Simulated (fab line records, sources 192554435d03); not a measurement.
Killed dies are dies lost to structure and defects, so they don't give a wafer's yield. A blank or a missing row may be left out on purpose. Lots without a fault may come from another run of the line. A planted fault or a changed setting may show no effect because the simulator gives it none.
fab line records | flow n5_finfet
record lots=4 wafers=12 last_day=20
route steps=1938 shown BEOL_M0_CUTY@707 BEOL_M0@715 BEOL_M4@1111 PASSIVATION@1936
lots that met no fault: from a run of the same line without faults
start_h: hours from the record's first day to the start of the lot's first wafer shown | wait_h: hours since the lot's step before | " the same as in the row above | L1.1+2: a row that stands for several wafers | - no value, or no start given | * or withheld: withheld | < > ~ a bound
route shown NAME@n: a module of which the file shows steps, and the number in the route of the first | usual: mean/standard deviation of fault-free wafers | same: alike in all rows | chamber/n: place in a boat | sites: the reading at each site | _std_site: their standard deviation | _edge_site: outer sites' mean less inner sites' | radius_mm: how far each site lies from the wafer's centre | mask NAME#n: copy n | behind: the tool/chamber that last shaped the wafer | hold: why the lot was held/for how many hours/how that ended | device: the transistor (n, p or np) that didn't switch | end of line: the same wafers' tests at the end of the route | a step without rows: its recipe alone | killed: dies lost to structure and defects at the first sort, not the wafer's yield | map: a wafer's dies, x killed, . not, _ none there
set.NAME: the setting as run; set.NAME@STEP: as run at that earlier step | model.NAME: the simulator's own value behind a step, which no gauge read
lots at some steps of the route; a table a step, a row a wafer
services: from which hour (start_h, from the record's first day; less than 0 if before it) a tool's chamber was out of use, for how many hours, and why
## steps
# step N5_BEOL_M0_CUTY_DEVELOP_56
# recipe develop_time_s=30 developer=TMAH resist=CAR-ArF-block rinse_liquid=diw dry=air_spin dev_temp_c=23
# step N5_BEOL_M0_CUTY_DESCUM_61
# recipe chemistry=O2 time_s=7.9 source_power_w=50 bias_power_w=20 pressure_mtorr=20 rf_frequency_hz=2.712e+07 temp_c=40 resist=CAR-ArF-block o2_flow_sccm=225
# step N5_BEOL_M0_CUTY_ETCH_62
# recipe chemistry=CF4 target=SiARC mask_material=CAR-ArF-block time_s=58.5 ion_energy_ev=80 pressure_mtorr=40 source_w=545 bias_w=36 Ar_flow_sccm=100 cf4_flow_sccm=100 ends=cleared
# step N5_BEOL_M0_CUTY_ETCH_63
# recipe chemistry=N2/H2 target=SOC target_depth_a=827 overetch_a=165 mask_material=SiARC temp_c=40 ion_energy_ev=200 time_s=124 pressure_mtorr=30 source_w=840 bias_w=150 n2_flow_sccm=200 h2_flow_sccm=200
# step N5_BEOL_M0_CUTY_STRIP_64
# recipe chemistry=N2/H2 temp_c=40 n2_flow_sccm=200 h2_flow_sccm=200 rf_frequency_hz=6e+07
# step N5_BEOL_M0_ETCH_138
# recipe chemistry=CH3F/O2 target_depth_a=120 target=SiCN time_s=31.6 ion_energy_ev=120 pressure_mtorr=30 source_w=395 bias_w=75 Ar_flow_sccm=150 CH3F_flow_sccm=30 O2_flow_sccm=20 ends=cleared
# step N5_BEOL_M0_HM_OPEN_105
# recipe chemistry=Cl2/BCl3 target_depth_a=120 target=TiN ion_energy_ev=150 pressure_mtorr=10 icp_w=1000 bias_w=126 Cl2_flow_sccm=53.25 bcl3_flow_sccm=21.75 Ar_flow_sccm=25
# step N5_BEOL_M0_STRIP_140
# recipe chemistry=CF4 resist=SiARC power_w=300 bias_power_w=75 pressure_mtorr=50 cf4_flow_sccm=150 rf_frequency_hz=6e+07
# step N5_BEOL_M0_STRIP_104
# recipe chemistry=N2/H2 power_w=450 temp_c=40 pressure_mtorr=20 rf_frequency_hz=6e+07 overash_fraction=0.3 bias_power_w=7 h2_frac=0.5 n2_flow_sccm=200 h2_flow_sccm=200
# step N5_BEOL_M0_WET_ETCH_106
# recipe chemistry=DHF dilution=10:1 temp_c=25 target=SiO2 target_depth_a=1300 dry=ipa_marangoni rinse_time_s=30 rinse_temp_c=23
# usual bath_heat_duty_pct=6.4/0.84 rinse_temp_c=22.99/0.1
# columns lot.wafer tool chamber start_h wait_h bath_heat_duty_pct rinse_temp_c model.SiO2_of_BEOL_M0_SAQP_ALD_48.thk_nm
L450.1 wet_bench-04 5 214.34 - - - 11.8
L450.4 " 1 " " - - 11.4
L450.6 " 0 " " - - 12
L451.1 wet_bench-04 7 218.72 - - - 11.8
L451.4 " 2 " " - - 11.4
L451.5 " 3 " " - - 11.2
L453.3 wet_bench-05 5 240.61 - 6.0 22.94 0
L453.4 " 3 " " 7.2 22.96 0
L453.5 " 0 " " 5.6 22.95 0
L457.1 wet_bench-04 6 255.15 - 6.5 22.99 0
L457.4 " 5 " " 5.7 22.95 0
L457.5 " 2 " " 7.5 23.12 0
# step N5_BEOL_M0_ETCH_128
# recipe chemistry=CF4/N2 target_depth_a=120 overetch_a=51 target=SiCN time_s=21.4 ion_energy_ev=150 pressure_mtorr=40 source_w=430 bias_w=70 Ar_flow_sccm=100 cf4_flow_sccm=60 n2_flow_sccm=60
# usual bias_w=69.98/0.19 cf4_flow_sccm=60.04/0.19 chamber_pressure_mTorr=40.00/0.035 drypump_motor_current_A=5.8/0.47 oes_product_au=0.54/0.056 rf_vpp_V=382.5/1.5 showerhead_plenum_p_Torr=2.22/0.053 throttle_valve_pct=15.51/0.21
# columns lot.wafer tool chamber start_h wait_h bias_w cf4_flow_sccm chamber_pressure_mTorr drypump_motor_current_A oes_product_au rf_hours_counter_h rf_vpp_V showerhead_plenum_p_Torr throttle_valve_pct model.etch.depth_nm
L450.1 rie_diel-05 2 215.09 0.7 69.98 60.26 39.95 6.1 0.58 206 383.6 2.27 15.78 11.86
L450.4 " 3 " " 69.94 60.13 40.03 6.0 0.64 102 380.7 2.13 15.60 11.35
L450.6 " 3 " " 70.30 60.01 40.02 5.9 0.65 - 378.8 2.13 15.59 11.97
L451.1 rie_diel-01 0 219.28 0.5 70.11 60.08 39.99 6.5 0.68 66 380.4 2.15 15.35 11.79
L451.4 " 0 " " 70.28 60.17 39.97 6.5 0.67 - 380.4 2.15 15.35 11.46
L451.5 " 1 " " 70.12 60.14 40.03 5.7 0.59 - 383.9 2.20 15.65 11.27
L453.3 rie_diel-01 0 241.54 0.9 69.90 59.97 39.98 6.5 0.57 76 380.2 2.15 15.37 8.491
L453.4 " 1 " " 70.01 59.79 39.97 5.7 0.52 193 381.7 2.19 15.67 8.817
L453.5 " 2 " " 70.14 60.12 39.97 5.0 0.67 - 384.0 2.26 15.01 8.908
L457.1 rie_diel-01 2 255.46 0.3 69.95 60.01 40.03 5.0 0.65 11 383.2 2.25 15.02 8.778
L457.4 " 0 " " 69.88 59.75 40.03 6.5 0.58 82 381.3 2.15 15.35 8.815
L457.5 " 2 " " 70.01 59.82 40.05 5.0 0.66 - 384.0 2.25 15.02 8.855
# step N5_BEOL_M0_TRENCH_ETCH_107
# recipe chemistry=C4F6/O2 target_depth_a=328 target=SiOC time_s=16.4 ion_energy_ev=250 pressure_mtorr=30 source_w=355 bias_w=185 Ar_flow_sccm=300 C4F6_flow_sccm=10 O2_flow_sccm=10
# step N5_BEOL_M4_RC_MEAS_101
# usual DIBL_N=36.6/1.3 DIBL_P=36.4/1.4 IOFF_N=0.167/0.023 IOFF_P=0.219/0.029 ION_N=678/8.7 ION_P=464/6.4 SS_N=71.5/0.53 SS_P=73.4/0.57 VT_N=248.5/2.8 VT_P=-249/3.1
# columns lot.wafer tool chamber start_h wait_h DIBL_N[mV/V] DIBL_P[mV/V] IOFF_N[nA/um] IOFF_P[nA/um] ION_N[uA/um] ION_P[uA/um] SS_N[mV/dec] SS_P[mV/dec] VT_N[mV] VT_P[mV]
L453.3 prober-02 0 332.46 0.3 37.4 37.9 0.195 0.265 686 471 72.3 73.7 244.1 -246
L453.4 " 0 " " 36.1 34.9 0.162 0.215 683 465 71.0 73.5 247.0 -247
L453.5 " 0 " " 36.1 36.2 0.167 0.238 683 472 70.9 74.1 245.4 -247
L457.1 prober-01 0 358.31 0.0 37.9 37.2 0.210 0.253 697 470 72.1 74.1 243.8 -247
L457.4 " 0 " " 37.9 37.4 0.201 0.252 692 464 71.6 73.8 245.1 -249
L457.5 " 0 " " 38.7 38.6 0.219 0.272 696 470 71.8 74.6 242.8 -247
# step N5_PASSIVATION_PROBE_49
# usual defect_limited_yield=91.6/1.6 killed_at_M0_to_M3=32/9.7 killed_at_M4_up=13/4.4 killed_at_contacts=12/6.5 killed_at_front_end=38/12 killed_at_other=3.7/3 killed_dies=99/18 killed_on_rim=13/3.9 killed_open=66/14 killed_short=32/7.5 sort_bin_5_function=4.9/1 sort_bin_6_memory=3.2/0.73 sort_n_pass=1081/18 sort_yield_pct=91.6/1.6
# same gross_dies=1180 killed_at_back_side=0 sort_bin_4_leakage[%]=0 sort_bin_8_speed[%]=0
# columns lot.wafer tool chamber start_h wait_h defect_limited_yield[%] killed_at_M0_to_M3 killed_at_M4_up killed_at_contacts killed_at_front_end killed_at_other killed_dies killed_on_rim killed_open killed_short sort_bin_5_function[%] sort_bin_6_memory[%] sort_n_pass sort_yield_pct[%]
L450.1 prober-01 - 403.19 0.0 0 1093 6 26 54 1 1180 152 78 42 94.9 4.7 0 0
L450.4 prober-01 - 403.34 0.2 0 1116 11 12 37 4 1180 152 72 30 96.4 3.5 0 0
L450.6 prober-01 - 403.44 0.3 0 1108 9 16 44 3 1180 152 69 41 96.4 3.2 0 0
L451.1 prober-01 - 419.29 0.0 0 1121 14 6 33 6 1180 152 58 27 97.0 2.7 0 0
L451.4 prober-01 - 419.44 0.2 0 1122 12 7 36 3 1180 152 61 26 97.1 2.6 0 0
L451.5 prober-01 - 419.49 0.2 0 1134 9 11 22 4 1180 152 43 23 97.4 2.4 0 0
# killed by level:class
L450.1 BEOL_M0:area_etch=1056 MOL_CONTACT_COAG:geometric_particle:open=23 FIN_SAQP:geometric_particle:open=20 BEOL_M1:geometric_particle:open=11 FIN_SAQP:geometric_particle:short=10 BEOL_M0_SAQP:geometric_particle:short=7 GATE_CUT:geometric_particle:short=6 ILD0:geometric_particle:short=5
L450.4 BEOL_M0:area_etch=1078 STI_FIN_REVEAL:geometric_particle:open=12 MOL_CONTACT_COAG:geometric_particle:open=9 BEOL_M2:geometric_particle:open=9 FIN_SAQP:geometric_particle:open=7 BEOL_M1:geometric_particle:open=7 BEOL_M0_SAQP:geometric_particle:short=6 BEOL_M0_SAQP:geometric_particle:open=6
L450.6 BEOL_M0:area_etch=1067 FIN_SAQP:geometric_particle:open=13 MOL_CONTACT_COAG:geometric_particle:open=12 BEOL_M3:geometric_particle:open=11 BEOL_M0_SAQP:geometric_particle:short=10 FIN_SAQP:geometric_particle:short=9 BEOL_M0_SAQP:geometric_particle:open=9 GATE_CUT:geometric_particle:short=4
L451.1 BEOL_M0:area_etch=1094 BEOL_M3:geometric_particle:open=12 MOL_CONTACT_COAG:geometric_particle:open=6 FIN_SAQP:geometric_particle:short=5 BEOL_M0_SAQP:geometric_particle:open=5 FIN_SAQP:geometric_particle:open=4 DUMMY_GATE:geometric_particle:open=4 GATE_CUT:geometric_particle:short=4
L451.4 BEOL_M0:area_etch=1091 BEOL_M3:geometric_particle:open=9 FIN_SAQP:geometric_particle:open=8 FIN_SAQP:geometric_particle:short=7 BEOL_M0_SAQP:geometric_particle:open=7 MOL_CONTACT_COAG:geometric_particle:open=5 BEOL_M2:geometric_particle:open=5 ILD0:geometric_particle:short=4
L451.5 BEOL_M0:area_etch=1114 MOL_CONTACT_COAG:geometric_particle:open=9 DUMMY_GATE:geometric_particle:open=4 BEOL_M0_SAQP:geometric_particle:open=4 BEOL_M2:geometric_particle:open=4 BEOL_M3:geometric_particle:open=4 FIN_SAQP:geometric_particle:open=3 STI_FIN_REVEAL:geometric_particle:open=3
# map L450.1 (x killed, . not)
_________________xxxxxxxxxxxx________________
______________xxxxxxxxxxxxxxxxxx_____________
___________xxxxxxxxxxxxxxxxxxxxxxxx__________
__________xxxxxxxxxxxxxxxxxxxxxxxxxx_________
________xxxxxxxxxxxxxxxxxxxxxxxxxxxxxx_______
_______xxxxxxxxxxxxxxxxxxxxxxxxxxxxxxxx______
______xxxxxxxxxxxxxxxxxxxxxxxxxxxxxxxxxx_____
_____xxxxxxxxxxxxxxxxxxxxxxxxxxxxxxxxxxxx____
____xxxxxxxxxxxxxxxxxxxxxxxxxxxxxxxxxxxxxx___
___xxxxxxxxxxxxxxxxxxxxxxxxxxxxxxxxxxxxxxxx__
___xxxxxxxxxxxxxxxxxxxxxxxxxxxxxxxxxxxxxxxx__
__xxxxxxxxxxxxxxxxxxxxxxxxxxxxxxxxxxxxxxxxxx_
__xxxxxxxxxxxxxxxxxxxxxxxxxxxxxxxxxxxxxxxxxx_
_xxxxxxxxxxxxxxxxxxxxxxxxxxxxxxxxxxxxxxxxxxxx
_xxxxxxxxxxxxxxxxxxxxxxxxxxxxxxxxxxxxxxxxxxxx
_xxxxxxxxxxxxxxxxxxxxxxxxxxxxxxxxxxxxxxxxxxxx
_xxxxxxxxxxxxxxxxxxxxxxxxxxxxxxxxxxxxxxxxxxxx
_xxxxxxxxxxxxxxxxxxxxxxxxxxxxxxxxxxxxxxxxxxxx
_xxxxxxxxxxxxxxxxxxxxxxxxxxxxxxxxxxxxxxxxxxxx
_xxxxxxxxxxxxxxxxxxxxxxxxxxxxxxxxxxxxxxxxxxxx
_xxxxxxxxxxxxxxxxxxxxxxxxxxxxxxxxxxxxxxxxxxxx
__xxxxxxxxxxxxxxxxxxxxxxxxxxxxxxxxxxxxxxxxxx_
__xxxxxxxxxxxxxxxxxxxxxxxxxxxxxxxxxxxxxxxxxx_
___xxxxxxxxxxxxxxxxxxxxxxxxxxxxxxxxxxxxxxxx__
___xxxxxxxxxxxxxxxxxxxxxxxxxxxxxxxxxxxxxxxx__
____xxxxxxxxxxxxxxxxxxxxxxxxxxxxxxxxxxxxxx___
_____xxxxxxxxxxxxxxxxxxxxxxxxxxxxxxxxxxxx____
______xxxxxxxxxxxxxxxxxxxxxxxxxxxxxxxxxx_____
_______xxxxxxxxxxxxxxxxxxxxxxxxxxxxxxxx______
________xxxxxxxxxxxxxxxxxxxxxxxxxxxxxx_______
__________xxxxxxxxxxxxxxxxxxxxxxxxxx_________
___________xxxxxxxxxxxxxxxxxxxxxxxx__________
______________xxxxxxxxxxxxxxxxxx_____________
_________________xxxxxxxxxxxx________________
# map L451.1 (x killed, . not)
_________________xxxxxxxxxxxx________________
______________xxxxxxxxxxxxxxxxxx_____________
___________xxxxxxxxxxxxxxxxxxxxxxxx__________
__________xxxxxxxxxxxxxxxxxxxxxxxxxx_________
________xxxxxxxxxxxxxxxxxxxxxxxxxxxxxx_______
_______xxxxxxxxxxxxxxxxxxxxxxxxxxxxxxxx______
______xxxxxxxxxxxxxxxxxxxxxxxxxxxxxxxxxx_____
_____xxxxxxxxxxxxxxxxxxxxxxxxxxxxxxxxxxxx____
____xxxxxxxxxxxxxxxxxxxxxxxxxxxxxxxxxxxxxx___
___xxxxxxxxxxxxxxxxxxxxxxxxxxxxxxxxxxxxxxxx__
___xxxxxxxxxxxxxxxxxxxxxxxxxxxxxxxxxxxxxxxx__
__xxxxxxxxxxxxxxxxxxxxxxxxxxxxxxxxxxxxxxxxxx_
__xxxxxxxxxxxxxxxxxxxxxxxxxxxxxxxxxxxxxxxxxx_
_xxxxxxxxxxxxxxxxxxxxxxxxxxxxxxxxxxxxxxxxxxxx
_xxxxxxxxxxxxxxxxxxxxxxxxxxxxxxxxxxxxxxxxxxxx
_xxxxxxxxxxxxxxxxxxxxxxxxxxxxxxxxxxxxxxxxxxxx
_xxxxxxxxxxxxxxxxxxxxxxxxxxxxxxxxxxxxxxxxxxxx
_xxxxxxxxxxxxxxxxxxxxxxxxxxxxxxxxxxxxxxxxxxxx
_xxxxxxxxxxxxxxxxxxxxxxxxxxxxxxxxxxxxxxxxxxxx
_xxxxxxxxxxxxxxxxxxxxxxxxxxxxxxxxxxxxxxxxxxxx
_xxxxxxxxxxxxxxxxxxxxxxxxxxxxxxxxxxxxxxxxxxxx
__xxxxxxxxxxxxxxxxxxxxxxxxxxxxxxxxxxxxxxxxxx_
__xxxxxxxxxxxxxxxxxxxxxxxxxxxxxxxxxxxxxxxxxx_
___xxxxxxxxxxxxxxxxxxxxxxxxxxxxxxxxxxxxxxxx__
___xxxxxxxxxxxxxxxxxxxxxxxxxxxxxxxxxxxxxxxx__
____xxxxxxxxxxxxxxxxxxxxxxxxxxxxxxxxxxxxxx___
_____xxxxxxxxxxxxxxxxxxxxxxxxxxxxxxxxxxxx____
______xxxxxxxxxxxxxxxxxxxxxxxxxxxxxxxxxx_____
_______xxxxxxxxxxxxxxxxxxxxxxxxxxxxxxxx______
________xxxxxxxxxxxxxxxxxxxxxxxxxxxxxx_______
__________xxxxxxxxxxxxxxxxxxxxxxxxxx_________
___________xxxxxxxxxxxxxxxxxxxxxxxx__________
______________xxxxxxxxxxxxxxxxxx_____________
_________________xxxxxxxxxxxx________________
## services
# columns tool chamber start_h hours kind
rie_diel-01 2 190.80 1.6 repair
rie_diel-01 2 204.69 - clean
rie_diel-01 2 204.69 - consumable_replace:focus_ring
rie_diel-01 2 204.69 23.2 scheduled_down
rie_diel-01 2 204.69 23.2 vent_cycle
rie_diel-05 - 236.95 2.4 repair
## key
first_sign step=N5_BEOL_M0_WET_ETCH_106 reading=tool_record direction=missing
effect step=N5_PASSIVATION_PROBE_49 reading=killed_at_M0_to_M3 direction=up sigmas=99+ usual=32 struck=1116
model_effect step=N5_BEOL_M0_WET_ETCH_106 value=SiO2_of_BEOL_M0_SAQP_ALD_48.thk_nm without=0 struck=11.6
model_effect step=N5_BEOL_M0_ETCH_128 value=etch.depth_nm without=8.431 struck=11.62
more_kills_born_at N5_BEOL_M0_WET_ETCH_106@wet_bench-04=6499
met_at N5_BEOL_M0_WET_ETCH_106
struck_wafers L450.1,L450.4,L450.6,L451.1,L451.4,L451.5
later_rows_left_out L450.1,L450.4,L450.6,L451.1,L451.4,L451.5
fault kind=skipped_step_whole tool=wet_bench-04 chamber=- onset_h=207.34 steps=N5_BEOL_M0_WET_ETCH_106 scope=struck_lots_only
# later_rows_left_out: the simulator's readings of these wafers behind a module that went badly wrong aren't trusted and aren't shown, but for the sort
